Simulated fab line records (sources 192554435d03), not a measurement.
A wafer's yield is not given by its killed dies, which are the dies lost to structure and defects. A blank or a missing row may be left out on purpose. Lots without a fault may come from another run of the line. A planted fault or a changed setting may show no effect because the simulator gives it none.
Matching of chambers	flow n5_finfet	N5_DUMMY_REMOVAL_STRIP_10 on rie_diel-06 has 4 sister chambers
The step strips in N2/H2, time 40 s. 4 wafers are shown with their chamber, then 7 later ones without.

== EACH WAFER AND ITS CHAMBER ==
wafer	chamber	showerhead_plenum_p_Torr (Torr)
L239.3	3	3.21
L242.2	2	3.46
L244.1	0	3.14
L244.2	1	3.35

== WAFERS WHOSE CHAMBER IS MISSING ==
wafer	showerhead_plenum_p_Torr (Torr)
L244.5	3.35
L251.1	3.45
L251.2	3.13
L251.5	3.45
L252.2	3.20
L252.5	3.20
L252.6	3.13

== WHICH CHAMBER EACH WENT THROUGH ==
wafer	from the rows above	in truth
L244.5	1	1
L251.1	2	2
L251.2	0	0
L251.5	2	2
L252.2	3	3
L252.5	3	3
L252.6	0	0
7 of 7 placed correctly. Number that these rows cannot place: 0. 0 placed wrongly.
How it was worked out, from the rows above alone: a wafer's distance from a chamber is the root of the sum, over the readings, of the square of ((its reading less the chamber's mean) divided by the reading's scatter). The wafer belongs to the nearest chamber; if the next one is less than 2 further off, it can't be placed. For every chamber, the mean is computed from those of its wafers that are shown. The scatter: with one shown wafer a chamber, the root of the mean of the squares of how far each hidden wafer lies from its nearest shown one.
